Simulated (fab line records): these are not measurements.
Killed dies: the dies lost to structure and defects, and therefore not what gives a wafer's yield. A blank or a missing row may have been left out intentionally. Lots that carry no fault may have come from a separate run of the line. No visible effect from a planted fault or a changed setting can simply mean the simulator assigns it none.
Chamber matching	flow n5-finfet	rie-diel-03 running N5_BEOL_M15_DESCUM_15: 4 sister chambers
The step chemistry O2, time 7.9 s. 4 wafers are shown with their chamber, then 10 later ones without.

## WAFERS PAIRED WITH THEIR CHAMBERS
wafer	chamber	showerhead-plenum-p-Torr (Torr)
L083.3	2	2.00
L083.6	0	2.04
L087.3	1	2.16
L087.4	3	2.04

## WAFERS WITHOUT THEIR CHAMBER
wafer	showerhead-plenum-p-Torr (Torr)
L087.6	2.00
L091.1	2.00
L091.3	2.03
L091.6	2.03
L096.1	2.03
L096.2	2.16
L096.3	1.99
L096.4	2.04
L096.5	1.99
L096.6	2.16

## THE CHAMBER EACH PASSED THROUGH
wafer	from the rows above	in truth
L087.6	2	2
L091.1	2	2
L091.3	can't be placed: 0 or 3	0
L091.6	can't be placed: 0 or 3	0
L096.1	can't be placed: 0 or 3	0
L096.2	1	1
L096.3	2	2
L096.4	can't be placed: 0 or 3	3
L096.5	2	2
L096.6	1	1
Placed correctly: 6 of 10. Can't be placed from these rows: 4 (the true chamber is among the candidates in 4). Number placed wrongly: 0.
How it was worked out, from the rows above alone: a wafer's distance from a chamber is the root of the sum, over the readings, of the square of ((its reading less the chamber's mean) divided by the reading's scatter). If the next closest chamber is less than 2 further off than the closest, the wafer can't be placed; otherwise it belongs to the closest. A chamber's mean is the mean of its shown wafers. The scatter: with one shown wafer a chamber, the root of the mean of the squares of how far each hidden wafer lies from its nearest shown one.
